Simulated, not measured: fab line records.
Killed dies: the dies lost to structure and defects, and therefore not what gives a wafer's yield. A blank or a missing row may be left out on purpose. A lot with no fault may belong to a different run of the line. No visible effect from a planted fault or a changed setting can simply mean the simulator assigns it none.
The same fault as seen by 3 desks | flow n5-finfet | every desk sees just its own numbers, and what lay behind them comes last

== THE DEFECT DESK ==
Inspection counts along the route, by lot: the mean over sampled wafers that carry a number. Any lot whose mean is over 4 standard deviations away from the usual mean is out of limits and marked OUT; that distance is given in the brackets.
Columns: A = raw-defect-count at N5_BEOL_M9_INSPECT_58, usual 70
lot  | first seen here | A
L245 | day 9 18:04     | 43
L246 | day 10 04:11    | 50
L248 | day 11 02:43    | 67
L249 | day 11 10:28    | 182
L252 | day 11 18:58    | 56
L255 | day 12 13:34    | 46
L256 | day 12 13:40    | 97
L257 | day 13 05:28    | 102
L260 | day 13 12:24    | 79
L259 | day 13 14:47    | 84
L267 | day 16 01:57    | 75
Finding of this desk: none of the 11 lots has anything out of limits.

== AT THE METROLOGY DESK ==
What the gauges read, lot by lot, whatever tool the lot ran on: means of the sampled wafers that have a number. Any lot whose mean is over 4 standard deviations away from the usual mean is out of limits and marked OUT; that distance is given in the brackets.
Columns: A = M9_RS at N5_BEOL_M9_RS_MEAS_57, usual 0.151 ohm/sq
lot  | first seen here | A
L245 | day 9 18:02     | 0.157
L246 | day 10 04:10    | 0.151
L248 | day 11 02:41    | 0.150
L249 | day 11 10:26    | 0.149
L252 | day 11 18:57    | 0.147
L255 | day 12 13:32    | 0.150
L256 | day 12 13:39    | 0.149
L257 | day 13 05:26    | 0.151
L260 | day 13 12:22    | 0.151
L259 | day 13 14:46    | 0.149
L267 | day 16 01:56    | 0.150
Finding of this desk: none of the 11 lots has anything out of limits.

== FOR THE TOOL OWNER'S DESK: pecvd-04 ==
The tool's own readings at N5_BEOL_M9_PECVD_70 (deposits SiO2 from TEOS/O2, target thk 20 nm, time 22.7 s): means of the sampled wafers that have a number, for each lot that ran on this tool. Any lot whose mean is over 4 standard deviations away from the usual mean is out of limits and marked OUT; that distance is given in the brackets.
Columns: A = heater-power-w at N5_BEOL_M9_PECVD_70, usual 801 W; B = showerhead-plenum-p-Torr at N5_BEOL_M9_PECVD_70, usual 8.76 Torr; C = throttle-valve-pct at N5_BEOL_M9_PECVD_70, usual 22.5 %
lot  | first seen here | A   | B    | C
L246 | day 9 20:32     | 901 | 8.72 | 23.1
L249 | day 11 03:36    | 855 | 8.72 | 22.7
L252 | day 11 12:34    | 793 | 8.75 | 22.5
L256 | day 12 06:31    | 842 | 8.73 | 22.9
L257 | day 12 22:46    | 832 | 8.72 | 23.1
L259 | day 13 08:12    | 826 | 8.73 | 22.5
Finding of this desk: none of the 6 lots has anything out of limits.

== TAKEN TOGETHER ==
Nothing the defect desk looked at was out of limits.
Nothing out of limits was seen by the metrology desk.
The desk of the tool owner found nothing out of limits.

== WHAT THE SIMULATOR HAD PUT IN ==
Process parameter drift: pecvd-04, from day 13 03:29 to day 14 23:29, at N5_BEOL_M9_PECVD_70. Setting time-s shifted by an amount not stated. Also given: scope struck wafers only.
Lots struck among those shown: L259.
